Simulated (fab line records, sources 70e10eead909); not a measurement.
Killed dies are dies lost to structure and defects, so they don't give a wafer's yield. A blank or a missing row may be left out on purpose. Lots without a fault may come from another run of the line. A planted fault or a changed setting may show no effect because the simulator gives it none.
fab line records | flow nand_harc
record lots=12 wafers=36 last_day=35
route steps=1302 shown A_CHANNEL_HOLE_D1@479 A_CHANNEL_FILL_D1@493 END@1302
lots that met no fault: from a run of the same line without faults
start_h: hours from the record's first day to the start of the lot's first wafer shown | wait_h: hours since the lot's step before | " the same as in the row above | L1.1+2: a row that stands for several wafers | - no value, or no start given | * or withheld: withheld | < > ~ a bound
route shown NAME@n: a module of which the file shows steps, and the number in the route of the first | usual: mean/standard deviation of fault-free wafers | same: alike in all rows | chamber/n: place in a boat | sites: the reading at each site | _std_site: their standard deviation | _edge_site: outer sites' mean less inner sites' | radius_mm: how far each site lies from the wafer's centre | mask NAME#n: copy n | behind: the tool/chamber that last shaped the wafer | hold: why the lot was held/for how many hours/how that ended | device: the transistor (n, p or np) that didn't switch | end of line: the same wafers' tests at the end of the route | a step without rows: its recipe alone | killed: dies lost to structure and defects at the first sort, not the wafer's yield | map: a wafer's dies, x killed, . not, _ none there
set.NAME: the setting as run; set.NAME@STEP: as run at that earlier step | model.NAME: the simulator's own value behind a step, which no gauge read
steps of the route over a sample of lots; a table a step, a row a wafer
services: from which hour (start_h, from the record's first day; less than 0 if before it) a tool's chamber was out of use, for how many hours, and why
## steps
# step NHARC_A_CHANNEL_HOLE_D1_ETCH_33
# recipe bias_v=400 source_w=2000 pressure_mtorr=25 time_s=90 ar_flow_sccm=375 c4f8_flow_sccm=41.7 o2_flow_sccm=83.3 temp_c=-20 target_depth_a=4000 chemistry=C4F8/O2/Ar
# usual bias_v=400/3.9 drypump_motor_current_A=5.93/0.15 mfc_ar_sccm=374.9/1.1 showerhead_plenum_p_Torr=3.64/0.14 throttle_valve_pct=27.620/0.0075
# columns lot.wafer tool chamber start_h wait_h bias_v drypump_motor_current_A mfc_ar_sccm rf_hours_counter_h showerhead_plenum_p_Torr throttle_valve_pct
L793.2 har_etch-02 1 184.68 0.2 404 5.63 375.6 299 3.73 27.625
L793.3 " 1 " " 394 5.63 374.5 - 3.73 27.618
L793.6 " 1 " " 399 5.63 375.5 - 3.72 27.611
L794.1 har_etch-02 0 189.91 0.2 400 5.87 373.0 303 3.45 27.613
L794.4 " 1 " " 398 5.67 376.4 - 3.72 27.624
L794.5 " 1 " " 393 5.65 376.2 - 3.72 27.617
L796.3 har_etch-01 1 217.26 0.2 402 6.08 374.2 - 3.57 27.623
L796.4 " 0 " " 402 6.02 374.9 - 3.77 27.619
L796.6 " 1 " " 397 6.06 374.2 - 3.57 27.618
L797.1 har_etch-01 1 227.93 0.2 403 6.09 373.7 107 3.57 27.621
L797.4 " 0 " " 397 5.98 375.7 - 3.76 27.615
L797.6 " 0 " " 397 5.99 374.5 - 3.76 27.616
L798.1 har_etch-02 0 228.33 0.2 396 5.88 374.7 323 3.44 27.627
L798.2 " 1 " " 401 5.64 374.8 323 3.71 27.619
L798.4 " 0 " " 398 5.88 374.3 - 3.44 27.612
L799.4 har_etch-01 0 242.09 0.2 395 6.00 374.7 - 3.76 27.619
L799.5 " 0 " " 395 6.00 374.3 - 3.76 27.628
L799.6 " 1 " " 396 6.07 372.8 - 3.57 27.630
L803.1 har_etch-01 1 274.70 0.2 401 6.07 377.0 138 3.55 27.633
L803.3 " 0 " " 404 6.00 374.4 - 3.75 27.609
L803.5 " 1 " " 406 6.05 377.0 - 3.55 27.635
L804.2 har_etch-01 0 300.64 0.2 406 6.03 372.8 153 3.74 27.625
L804.3 " 1 " " 397 6.06 376.5 - 3.55 27.624
L804.6 " 1 " " 400 6.07 374.7 - 3.55 27.620
L805.3 har_etch-01 0 304.82 0.2 402 5.98 376.2 - 3.74 27.624
L805.4 " 1 " " 397 6.04 374.7 - 3.54 27.626
L805.5 " 0 " " 392 6.00 376.8 - 3.74 27.604
L807.1 har_etch-02 1 332.16 0.2 397 5.67 376.0 387 3.68 27.635
L807.4 " 1 " " 396 5.67 376.5 - 3.68 27.614
L807.5 " 0 " " 397 5.85 375.7 - 3.97 27.610
L808.1 har_etch-01 1 333.13 0.2 394 6.08 374.2 172 3.54 27.608
L808.2 " 0 " " 398 6.00 374.3 172 3.73 27.620
L808.3 " 0 " " 403 5.99 373.1 - 3.73 27.626
L816.2 har_etch-01 1 425.48 0.2 405 6.09 374.9 233 3.50 27.619
L816.3 " 0 " " 396 5.97 374.9 - 3.69 27.619
L816.5 " 0 " " 400 6.00 375.6 - 3.69 27.621
# step NHARC_A_CHANNEL_FILL_D1_ALD_03
# recipe target_thk_a=60 pulse_time_s=60 ald_cycles=58 temp_c=630 pressure_torr=2 material=SiNx
# usual precursor_pulse_height_rel=1.001/0.02
# columns lot.wafer tool chamber start_h wait_h precursor_pulse_height_rel
L793.2 ald_sin_batch-01 0 190.34 - 1.015
L793.3 " 0 " " 0.977
L793.6 " 0 " " 1.002
L794.1 ald_sin_batch-01 0 195.26 - 1.013
L794.4 " 0 " " 1.010
L794.5 " 0 " " 1.006
L796.3 ald_sin_batch-02 0 220.45 - 1.011
L796.4 " 0 " " 0.982
L796.6 " 0 " " 0.993
L797.1 ald_sin_batch-01 0 233.29 - 1.012
L797.4 " 0 " " 0.964
L797.6 " 0 " " 1.009
L798.1 ald_sin_batch-01 0 233.29 - 0.997
L798.2 " 0 " " 0.960
L798.4 " 0 " " 0.991
L799.4 ald_sin_batch-03 0 247.41 - 0.995
L799.5 " 0 " " 1.008
L799.6 " 0 " " 1.008
L803.1 ald_sin_batch-01 0 280.06 - 1.007
L803.3 " 0 " " 0.997
L803.5 " 0 " " 0.981
L804.2 ald_sin_batch-01 0 307.48 - 0.988
L804.3 " 0 " " 0.969
L804.6 " 0 " " 0.967
L805.3 ald_sin_batch-03 0 310.58 - 0.993
L805.4 " 0 " " 0.988
L805.5 " 0 " " 0.995
L807.1 ald_sin_batch-01 0 337.54 - 0.965
L807.4 " 0 " " 0.975
L807.5 " 0 " " 1.035
L808.1 ald_sin_batch-01 0 337.54 - 0.977
L808.2 " 0 " " 1.048
L808.3 " 0 " " 0.981
L816.2 ald_sin_batch-02 0 430.84 - 0.977
L816.3 " 0 " " 0.996
L816.5 " 0 " " 1.002
# step NHARC_A_CHANNEL_FILL_D1_ALD_14
# recipe target_thk_a=25 pulse_time_s=10 ald_cycles=25 temp_c=300 material=SiO2
# usual heater_power_w=464/39 precursor_pulse_height_rel=0.999/0.018
# columns lot.wafer tool chamber start_h wait_h heater_power_w precursor_pulse_height_rel
L793.2 ald_hk-04 2 193.94 0.0 415 0.998
L793.3 " 0 " " 498 0.993
L793.6 " 3 " " 451 0.983
L794.4 ald_hk-03 1 198.84 0.1 497 0.991
L794.1 " 3 " " 424 0.965
L794.5 " 0 " " 446 1.025
L796.3 ald_hk-04 3 224.07 0.1 458 1.003
L796.4 " 0 " " 504 1.002
L796.6 " 2 " " 421 1.025
L797.1 ald_hk-03 0 236.84 0.0 437 0.984
L797.4 " 2 " " 487 0.960
L797.6 " 0 " " 453 0.997
L798.4 ald_hk-04 0 236.88 0.1 525 1.004
L798.1 " 1 " " 394 0.974
L798.2 " 2 " " 424 1.005
L799.4 ald_hk-04 2 251.07 0.1 421 0.990
L799.5 " 0 " " 501 0.999
L799.6 " 1 " " 403 0.960
L803.1 ald_hk-04 3 283.63 0.0 455 0.990
L803.3 " 0 " " 511 0.990
L803.5 " 3 " " 465 1.007
L804.3 ald_hk-03 3 311.01 0.0 414 0.987
L804.2 " 1 " " 494 0.977
L804.6 " 0 " " 452 0.990
L805.3 ald_hk-04 0 314.14 0.0 513 0.963
L805.4 " 3 " " 459 1.020
L805.5 " 1 " " 415 0.969
L807.1 ald_hk-04 1 341.18 0.1 414 1.048
L807.4 " 2 " " 445 1.013
L807.5 " 3 " " 463 1.019
L808.2 ald_hk-04 0 341.33 0.3 506 0.993
L808.1 " 1 " " 411 1.003
L808.3 " 2 " " 434 0.990
L816.3 ald_hk-03 1 434.45 0.1 526 0.986
L816.2 " 2 " " 512 1.001
L816.5 " 3 " " 428 0.992
# step NHARC_A_CHANNEL_FILL_D1_STRIP_29
# recipe time_s=20 o2_flow_sccm=500 ar_flow_sccm=0 bias_w=0 chemistry=O2
# usual drypump_motor_current_A=5.8/0.42 mfc_ar_sccm=0.004/0.0051 oes_product_au=0.998/0.0085 rf_vpp_V=57.8/0.94 showerhead_plenum_p_Torr=3.51/0.19 throttle_valve_pct=17.037/0.0089
# columns lot.wafer tool chamber start_h wait_h drypump_motor_current_A mfc_ar_sccm oes_product_au rf_hours_counter_h rf_vpp_V showerhead_plenum_p_Torr throttle_valve_pct
L794.1 rie_diel-08 2 - - 5.9 0 0.994 2.9 58.7 3.47 17.029
L794.4 " 0 " " 5.8 0 0.983 2.8 57.3 3.33 17.050
L794.5 " 1 " " 6.8 0 1.000 - 58.0 3.56 17.045
L793.3 rie_diel-09 2 - - 5.7 0.004 0.990 3.9 59.4 3.66 17.026
L793.2 " 3 " " 6.2 0.007 1.004 4.0 58.2 3.79 17.028
L793.6 " 3 " " 6.2 0.007 1.005 - 58.3 3.79 17.026
L796.3 rie_diel-08 3 - - 6.0 0 0.985 3.7 57.0 3.76 17.029
L796.4 " 0 " " 5.8 0 0.986 3.7 58.0 3.33 17.031
L796.6 " 0 " " 5.8 0 0.981 - 57.1 3.33 17.047
L798.2 rie_diel-09 0 - - 5.6 0.003 1.008 7.2 56.8 3.31 17.018
L798.4 " 1 " " 6.0 0 1.002 7.2 58.8 3.36 17.024
L798.1 " 3 " " 6.2 0.007 1.003 5.3 59.0 3.79 17.017
L797.4 rie_diel-08 2 - - 5.9 0 0.983 4.8 58.6 3.47 17.021
L797.1 " 3 " " 5.9 0 0.985 4.9 57.6 3.76 17.019
L797.6 " 1 " " 6.8 0 0.983 - 57.6 3.56 17.033
L799.4 rie_diel-08 2 - - 5.9 0 0.991 5.3 59.3 3.47 17.046
L799.5 " 2 " " 5.9 0 0.978 - 56.3 3.47 17.044
L799.6 " 3 " " 6.0 0 0.990 - 58.7 3.76 17.031
L803.3 rie_diel-08 0 - - 5.8 0 0.989 8.1 58.0 3.32 17.020
L803.1 " 1 " " 6.8 0 0.994 8.1 57.5 3.56 17.045
L803.5 " 1 " " 6.8 0 0.995 - 57.9 3.56 17.040
L804.2 rie_diel-05 3 - - 5.0 0.010 1.006 7.2 58.3 3.30 17.035
L804.3 " 1 " " 5.9 0.016 1.006 6.2 58.1 3.62 17.033
L804.6 " 3 " " 5.1 0.010 0.991 - 57.9 3.30 17.036
L805.3 rie_diel-05 0 - - 5.5 0 1.001 8.1 59.2 3.75 17.041
L805.4 " 1 " " 5.9 0.016 1.008 7.0 59.6 3.62 17.029
L805.5 " 3 " " 5.0 0.010 0.987 - 57.8 3.30 17.034
L807.4 rie_diel-09 2 - - 5.6 0.004 1.011 2.8 57.3 3.66 17.052
L807.1 " 0 " " 5.5 0.003 1.002 2.6 57.3 3.30 17.047
L807.5 " 1 " " 6.0 0 1.010 - 57.1 3.36 17.049
L808.3 rie_diel-05 2 - - 6.0 0 1.005 8.2 57.6 3.32 17.037
L808.1 " 0 " " 5.5 0 0.994 10.3 57.0 3.75 17.042
L808.2 " 1 " " 5.9 0.016 1.002 8.9 56.5 3.62 17.031
L816.2 rie_diel-08 1 - - 6.8 0 1.001 4.9 58.1 3.55 17.046
L816.3 " 3 " " 5.9 0 1.007 6.3 59.1 3.75 17.031
L816.5 " 1 " " 6.8 0 1.000 - 56.9 3.55 17.044
# step NHARC_END_SORT_01
# recipe temp_c=25
# usual killed_at_array=44/16 killed_at_other=0.6/1.1 killed_at_periphery=3.9/2.6 killed_dies=48/16 killed_open=3.1/1.9 killed_short=2.4/1.8
# same gross_dies=677
# columns lot.wafer tool chamber start_h wait_h killed_at_array killed_at_other killed_at_periphery killed_dies killed_open killed_short
L793.2 prober-02 0 566.69 2.8 60 2 3 65 4 1
L793.3 prober-02 0 567.49 3.1 56 0 1 57 3 3
L793.6 prober-02 0 569.90 4.0 46 1 2 49 3 2
L794.1 prober-01 0 577.11 2.5 63 0 4 67 2 3
L794.4 prober-01 0 579.55 3.5 61 0 6 67 5 1
L794.5 prober-01 0 580.37 3.8 64 0 2 66 6 5
L798.1 prober-01 0 584.95 2.5 53 1 7 61 4 5
L798.2 prober-01 0 585.74 2.8 67 0 7 74 6 3
L798.4 prober-01 0 587.31 3.3 75 0 3 78 2 0
L796.3 prober-02 0 585.39 3.1 13 1 2 16 7 0
L796.4 prober-02 0 586.20 3.4 10 0 4 14 2 2
L796.6 prober-02 0 587.81 4.0 16 0 0 16 2 3
L797.1 prober-02 0 593.81 2.5 18 0 0 18 2 0
L797.4 prober-02 0 596.24 3.4 17 0 5 22 2 2
L797.6 prober-02 0 597.87 4.1 18 0 3 21 5 3
L799.4 prober-01 0 612.96 3.4 59 0 0 59 2 0
L799.5 prober-01 0 613.75 3.7 53 1 3 57 3 2
L799.6 prober-01 0 614.54 4.0 58 1 3 62 4 2
L803.1 prober-01 0 656.42 2.5 48 1 5 54 4 7
L803.3 prober-01 0 658.02 3.1 37 0 4 41 2 8
L803.5 prober-01 0 659.63 3.7 37 1 8 46 6 1
L804.2 prober-02 0 668.67 2.8 39 2 3 44 1 2
L804.3 prober-02 0 669.47 3.1 45 0 3 48 4 0
L804.6 prober-02 0 671.87 4.0 41 2 3 46 5 0
L805.3 prober-01 0 669.47 3.1 18 1 0 19 1 1
L805.4 prober-01 0 670.27 3.4 30 3 2 35 8 7
L805.5 prober-01 0 671.06 3.7 24 0 1 25 6 2
L808.1 prober-01 0 704.10 2.5 113 1 8 122 3 2
L808.2 prober-01 0 704.90 2.8 115 0 6 121 2 1
L808.3 prober-01 0 705.71 3.1 109 0 3 112 0 0
L807.1 prober-02 0 741.95 2.5 135 1 2 138 2 2
L807.4 prober-02 0 744.36 3.4 144 1 4 149 4 1
L807.5 prober-02 0 745.17 3.7 140 0 4 144 2 3
L816.2 prober-01 0 825.95 2.8 48 0 2 50 5 1
L816.3 prober-01 0 826.75 3.1 53 0 2 55 2 1
L816.5 prober-01 0 828.36 3.7 45 1 2 48 2 3
# killed by level:class
L793.2 A_CHANNEL_HOLE_D1:chamber_film_flake=37 A_STAIRCASE:chamber_film_flake=9 A_CHANNEL_HOLE_D2:chamber_film_flake=4 A_DECK1_JOINT:chamber_film_flake=2 A_CHANNEL_FILL_D2:chamber_film_flake=2 A_CONTACT:chamber_film_flake=2 THIN_TSV:chamber_film_flake=2 P_CONTACT:geometric_particle:open=1
L793.3 A_CHANNEL_HOLE_D1:chamber_film_flake=30 A_STAIRCASE:chamber_film_flake=8 A_CHANNEL_HOLE_D2:chamber_film_flake=5 A_CONTACT:chamber_film_flake=3 A_CHANNEL_FILL_D1:geometric_particle:open=2 A_CHANNEL_FILL_D2:chamber_film_flake=2 A_SOURCE_PLATE:geometric_particle:open=1 A_SGD_CUT:geometric_particle:short=1
L793.6 A_CHANNEL_HOLE_D1:chamber_film_flake=33 A_STAIRCASE:chamber_film_flake=5 P_GATE:geometric_particle:open=1 A_DECK1_JOINT:geometric_particle:short=1 A_ONON_D2:geometric_particle:short=1 A_ONON_D2:geometric_particle:open=1 A_WL_FILL:geometric_particle:open=1 P_ZERO_WELL:chamber_film_flake=1
L794.1 A_CHANNEL_HOLE_D2:chamber_film_flake=29 A_CHANNEL_HOLE_D1:chamber_film_flake=19 A_DECK1_JOINT:chamber_film_flake=3 A_STAIRCASE:chamber_film_flake=3 P_BONDPAD:chamber_film_flake=2 A_WL_FILL:chamber_film_flake=2 A_CONTACT:chamber_film_flake=2 P_ZERO_WELL:geometric_particle:short=1
L794.4 A_CHANNEL_HOLE_D2:chamber_film_flake=26 A_CHANNEL_HOLE_D1:chamber_film_flake=24 P_STI:chamber_film_flake=3 A_DECK1_JOINT:chamber_film_flake=3 P_BONDPAD:chamber_film_flake=2 A_WL_FILL:chamber_film_flake=2 P_CONTACT:geometric_particle:open=1 A_CHANNEL_HOLE_D1:geometric_particle:short=1
L794.5 A_CHANNEL_HOLE_D2:chamber_film_flake=26 A_CHANNEL_HOLE_D1:chamber_film_flake=22 A_CHANNEL_FILL_D1:geometric_particle:open=2 A_CONTACT:geometric_particle:short=2 A_M0:geometric_particle:open=2 A_STAIRCASE:chamber_film_flake=2 A_WL_FILL:chamber_film_flake=2 P_CONTACT:geometric_particle:short=1
L798.1 A_CHANNEL_HOLE_D1:chamber_film_flake=18 A_CHANNEL_HOLE_D2:chamber_film_flake=11 A_SLIT:chamber_film_flake=11 A_CONTACT:chamber_film_flake=4 P_ZERO_WELL:chamber_film_flake=2 P_BONDPAD:chamber_film_flake=2 A_DECK1_JOINT:chamber_film_flake=2 P_CONTACT:geometric_particle:open=1
L796.3 A_DECK1_JOINT:geometric_particle:open=2 A_CHANNEL_HOLE_D1:chamber_film_flake=2 A_CHANNEL_HOLE_D2:chamber_film_flake=2 A_CONTACT:chamber_film_flake=2 P_CONTACT:geometric_particle:open=1 A_SOURCE_PLATE:geometric_particle:open=1 A_CHANNEL_HOLE_D2:geometric_particle:open=1 A_CHANNEL_FILL_D2:geometric_particle:open=1
L798.2 A_CHANNEL_HOLE_D2:chamber_film_flake=26 A_CHANNEL_HOLE_D1:chamber_film_flake=20 A_SLIT:chamber_film_flake=11 A_CONTACT:chamber_film_flake=3 P_ZERO_WELL:chamber_film_flake=2 P_BONDPAD:chamber_film_flake=2 P_GATE:geometric_particle:open=1 P_CONTACT:geometric_particle:open=1
L796.4 A_CHANNEL_HOLE_D2:chamber_film_flake=4 P_STI:geometric_particle:short=1 P_CONTACT:geometric_particle:open=1 A_CHANNEL_FILL_D2:geometric_particle:short=1 A_CONTACT:geometric_particle:open=1 P_GATE:chamber_film_flake=1 P_M2:chamber_film_flake=1 A_CHANNEL_HOLE_D1:chamber_film_flake=1
L798.4 A_CHANNEL_HOLE_D2:chamber_film_flake=32 A_CHANNEL_HOLE_D1:chamber_film_flake=18 A_SLIT:chamber_film_flake=16 A_STAIRCASE:chamber_film_flake=4 A_CONTACT:chamber_film_flake=3 P_GATE:chamber_film_flake=2 P_M0:geometric_particle:open=1 A_CHANNEL_HOLE_D1:geometric_particle:open=1
L796.6 A_CHANNEL_HOLE_D2:chamber_film_flake=5 A_CHANNEL_HOLE_D1:chamber_film_flake=2 A_CHANNEL_FILL_D1:geometric_particle:open=1 A_CHANNEL_FILL_D1:geometric_particle:short=1 A_CHANNEL_HOLE_D2:geometric_particle:short=1 A_BLC:geometric_particle:short=1 A_M0:geometric_particle:open=1 A_CHANNEL_FILL_D1:chamber_film_flake=1
L797.1 A_CHANNEL_HOLE_D2:chamber_film_flake=6 A_CONTACT:chamber_film_flake=4 A_CHANNEL_HOLE_D1:chamber_film_flake=3 A_STAIRCASE:chamber_film_flake=3 A_BLC:geometric_particle:open=1 A_M1:geometric_particle:open=1
L797.4 A_CHANNEL_HOLE_D2:chamber_film_flake=9 A_WL_FILL:chamber_film_flake=3 P_GATE:chamber_film_flake=2 A_ZERO_WELL:chamber_film_flake=2 P_CONTACT:geometric_particle:short=1 P_CONTACT:chamber_film_flake=1 P_M1:geometric_particle:open=1 A_ONON_D2:geometric_particle:short=1
L797.6 A_CHANNEL_HOLE_D2:chamber_film_flake=8 A_M0:geometric_particle:open=2 A_CONTACT:chamber_film_flake=2 P_CONTACT:geometric_particle:open=1 P_CONTACT:geometric_particle:short=1 A_SOURCE_PLATE:geometric_particle:open=1 A_ONON_D1:geometric_particle:open=1 A_ONON_D2:geometric_particle:short=1
L799.4 A_CHANNEL_HOLE_D2:chamber_film_flake=39 A_SLIT:chamber_film_flake=14 A_WL_FILL:chamber_film_flake=3 A_M0:geometric_particle:open=1 A_M1:geometric_particle:open=1 A_STAIRCASE:chamber_film_flake=1
L799.5 A_CHANNEL_HOLE_D2:chamber_film_flake=25 A_SLIT:chamber_film_flake=17 A_STAIRCASE:chamber_film_flake=5 A_CONTACT:chamber_film_flake=2 P_CONTACT:geometric_particle:short=1 P_CONTACT:geometric_particle:open=1 A_CHANNEL_HOLE_D1:geometric_particle:open=1 A_BLC:chamber_film_flake=1
L799.6 A_CHANNEL_HOLE_D2:chamber_film_flake=35 A_SLIT:chamber_film_flake=13 A_STAIRCASE:chamber_film_flake=3 P_M0:geometric_particle:open=2 P_M0:geometric_particle:short=1 A_CHANNEL_FILL_D1:geometric_particle:short=1 A_ONON_D2:geometric_particle:open=1 A_CHANNEL_FILL_D2:geometric_particle:open=1
L803.1 A_SLIT:chamber_film_flake=18 A_CHANNEL_HOLE_D2:chamber_film_flake=12 A_STAIRCASE:chamber_film_flake=5 A_M0:geometric_particle:short=2 A_ONON_D2:geometric_particle:open=2 P_M0:chamber_film_flake=2 A_CHANNEL_HOLE_D1:chamber_film_flake=2 P_CONTACT:geometric_particle:short=1
L803.3 A_SLIT:chamber_film_flake=12 A_CHANNEL_HOLE_D2:chamber_film_flake=5 A_STAIRCASE:chamber_film_flake=3 A_DECK1_JOINT:geometric_particle:short=2 A_WL_FILL:geometric_particle:short=2 P_M2:chamber_film_flake=2 A_CONTACT:chamber_film_flake=2 A_M0:chamber_film_flake=2
L803.5 A_SLIT:chamber_film_flake=16 A_CHANNEL_HOLE_D2:chamber_film_flake=6 A_CHANNEL_HOLE_D1:chamber_film_flake=5 P_M2:chamber_film_flake=4 A_CONTACT:chamber_film_flake=3 P_M0:geometric_particle:open=1 A_ONON_D1:geometric_particle:open=1 A_DECK1_JOINT:geometric_particle:open=1
L804.2 A_SLIT:chamber_film_flake=14 A_CHANNEL_HOLE_D2:chamber_film_flake=12 A_STAIRCASE:chamber_film_flake=5 P_ZERO_WELL:chamber_film_flake=2 THIN_TSV:chamber_film_flake=2 P_M0:geometric_particle:open=1 A_SOURCE_PLATE:geometric_particle:short=1 A_M1:geometric_particle:short=1
L805.3 A_CHANNEL_HOLE_D1:chamber_film_flake=5 A_STAIRCASE:chamber_film_flake=4 A_SLIT:chamber_film_flake=2 A_WL_FILL:chamber_film_flake=2 A_CHANNEL_FILL_D2:geometric_particle:short=1 STARTING-WAFER:geometric_particle:open=1 A_ZERO_WELL:chamber_film_flake=1 A_CHANNEL_FILL_D1:chamber_film_flake=1
L804.3 A_SLIT:chamber_film_flake=16 A_CHANNEL_HOLE_D2:chamber_film_flake=8 A_CHANNEL_HOLE_D1:chamber_film_flake=7 A_STAIRCASE:chamber_film_flake=6 P_ZERO_WELL:chamber_film_flake=2 A_CONTACT:chamber_film_flake=2 P_CONTACT:geometric_particle:open=1 A_ONON_D2:geometric_particle:open=1
L805.4 A_CHANNEL_HOLE_D1:chamber_film_flake=6 A_CHANNEL_FILL_D1:chamber_film_flake=3 A_CHANNEL_FILL_D1:geometric_particle:short=2 A_ONON_D2:geometric_particle:short=2 A_CHANNEL_HOLE_D2:chamber_film_flake=2 A_STAIRCASE:chamber_film_flake=2 A_SLIT:chamber_film_flake=2 A_CONTACT:chamber_film_flake=2
L805.5 A_CHANNEL_HOLE_D1:chamber_film_flake=6 A_CONTACT:chamber_film_flake=6 A_SLIT:chamber_film_flake=3 A_STAIRCASE:chamber_film_flake=2 P_M1:geometric_particle:short=1 A_SOURCE_PLATE:geometric_particle:open=1 A_ONON_D1:geometric_particle:open=1 A_ONON_D1:geometric_particle:short=1
L804.6 A_SLIT:chamber_film_flake=15 A_CHANNEL_HOLE_D2:chamber_film_flake=6 A_CONTACT:chamber_film_flake=6 A_STAIRCASE:chamber_film_flake=5 A_CHANNEL_HOLE_D1:chamber_film_flake=3 P_ZERO_WELL:chamber_film_flake=2 THIN_TSV:chamber_film_flake=2 P_M0:geometric_particle:open=1
L808.1 A_CHANNEL_FILL_D1:unspecified=81 A_SLIT:chamber_film_flake=18 A_CHANNEL_HOLE_D1:chamber_film_flake=6 P_CONTACT:chamber_film_flake=4 A_M0:geometric_particle:open=2 A_CONTACT:chamber_film_flake=2 P_CONTACT:geometric_particle:open=1 P_M1:geometric_particle:short=1
L808.2 A_CHANNEL_FILL_D1:unspecified=79 A_SLIT:chamber_film_flake=22 P_CONTACT:chamber_film_flake=6 A_CHANNEL_HOLE_D1:chamber_film_flake=4 A_CONTACT:chamber_film_flake=3 A_STAIRCASE:chamber_film_flake=2 A_SOURCE_PLATE:geometric_particle:open=1 A_ONON_D2:geometric_particle:short=1
L808.3 A_CHANNEL_FILL_D1:unspecified=86 A_SLIT:chamber_film_flake=13 A_CHANNEL_HOLE_D1:chamber_film_flake=3 A_CHANNEL_FILL_D2:chamber_film_flake=3 A_DECK1_JOINT:chamber_film_flake=2 P_CONTACT:chamber_film_flake=2 P_STI:chamber_film_flake=1 A_ZERO_WELL:chamber_film_flake=1
L807.1 A_CHANNEL_FILL_D1:unspecified=76 A_CHANNEL_HOLE_D1:chamber_film_flake=30 A_SLIT:chamber_film_flake=12 A_CHANNEL_HOLE_D2:chamber_film_flake=7 A_CONTACT:chamber_film_flake=4 A_DECK1_JOINT:unspecified=2 A_CHANNEL_HOLE_D1:geometric_particle:open=1 A_CHANNEL_FILL_D1:geometric_particle:short=1
L807.4 A_CHANNEL_FILL_D1:unspecified=72 A_CHANNEL_HOLE_D1:chamber_film_flake=36 A_SLIT:chamber_film_flake=20 A_CHANNEL_HOLE_D2:chamber_film_flake=7 A_CONTACT:chamber_film_flake=3 P_GATE:chamber_film_flake=2 A_WL_FILL:chamber_film_flake=2 P_CONTACT:geometric_particle:open=1
L807.5 A_CHANNEL_FILL_D1:unspecified=82 A_CHANNEL_HOLE_D1:chamber_film_flake=23 A_SLIT:chamber_film_flake=22 A_CHANNEL_HOLE_D2:chamber_film_flake=5 A_CONTACT:chamber_film_flake=4 P_GATE:chamber_film_flake=2 P_CONTACT:geometric_particle:open=1 P_CONTACT:geometric_particle:short=1
L816.2 A_CHANNEL_HOLE_D1:chamber_film_flake=16 A_SLIT:chamber_film_flake=15 A_CONTACT:chamber_film_flake=6 A_CHANNEL_HOLE_D2:chamber_film_flake=3 A_WL_FILL:chamber_film_flake=3 A_CHANNEL_FILL_D1:geometric_particle:open=2 P_CONTACT:geometric_particle:short=1 P_M1:geometric_particle:open=1
L816.3 A_SLIT:chamber_film_flake=17 A_CHANNEL_HOLE_D1:chamber_film_flake=16 A_CONTACT:chamber_film_flake=10 A_ZERO_WELL:chamber_film_flake=2 A_CHANNEL_HOLE_D2:chamber_film_flake=2 A_WL_FILL:chamber_film_flake=2 P_GATE:geometric_particle:short=1 A_CHANNEL_FILL_D1:geometric_particle:open=1
L816.5 A_SLIT:chamber_film_flake=20 A_CHANNEL_HOLE_D1:chamber_film_flake=10 A_CONTACT:chamber_film_flake=6 A_CHANNEL_HOLE_D2:chamber_film_flake=4 P_CONTACT:geometric_particle:open=1 A_ONON_D2:geometric_particle:short=1 A_CHANNEL_FILL_D2:geometric_particle:short=1 A_WL_FILL:geometric_particle:short=1
## services
# columns tool chamber start_h hours kind
ald_hk-03 - 164.01 3.1 repair
rie_diel-05 0 172.99 4.4 repair
rie_diel-08 - 190.80 9.0 pm
ald_sin_batch-03 - 212.00 10.7 repair
ald_hk-03 - 213.20 10.0 pm
rie_diel-05 - 229.60 9.0 pm
rie_diel-09 3 245.78 16.1 repair
ald_hk-04 - 255.82 10.0 pm
ald_hk-04 0 255.82 10.0 vent_cycle
ald_hk-04 1 255.82 10.0 vent_cycle
ald_hk-04 2 255.82 10.0 vent_cycle
ald_sin_batch-02 - 267.98 26.0 pm
rie_diel-09 - 320.19 9.0 pm
ald_hk-04 - 332.75 0.2 repair
rie_diel-08 - 367.80 9.0 pm
rie_diel-05 0 376.79 3.4 repair
har_etch-02 - 377.00 17.0 pm
ald_hk-03 - 391.20 10.0 pm
rie_diel-09 2 391.92 10.0 repair
ald_sin_batch-03 - 398.01 9.8 repair
rie_diel-09 - 398.64 0.2 repair
rie_diel-05 - 406.60 9.0 pm
ald_hk-04 - 433.82 10.0 pm
ald_hk-04 - 451.27 38.6 repair
## key
first_sign step=NHARC_END_SORT_01 reading=killed_at_array direction=up sigmas=5.2 usual=44 struck=126
effect step=NHARC_END_SORT_01 reading=killed_dies direction=up sigmas=5.1 usual=48 struck=131
more_kills_born_at NHARC_A_CHANNEL_FILL_D1_ALD_03@ald_sin_batch-01=476
met_at NHARC_A_CHANNEL_FILL_D1_ALD_03
struck_lots L807,L808
tester_left_out L807,L808
not_acting_at NHARC_A_CHANNEL_HOLE_D1_ETCH_33,NHARC_A_CHANNEL_FILL_D1_ALD_14,NHARC_A_CHANNEL_FILL_D1_STRIP_29
onset_between 307.48 337.54
fault kind=chamber_particle_source tool=ald_sin_batch-01 chamber=- onset_h=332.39 steps=NHARC_A_CHANNEL_FILL_D1_ALD_03 rate_per_visit_cm2=0.93251 end_h=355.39
# tester_left_out: of these lots the tester's yield and bins aren't shown, on N5 and GAA mostly nor the transistor test; their killed dies are dies lost to structure and defects alone, not to doping, threshold or leakage, so they don't give the yield
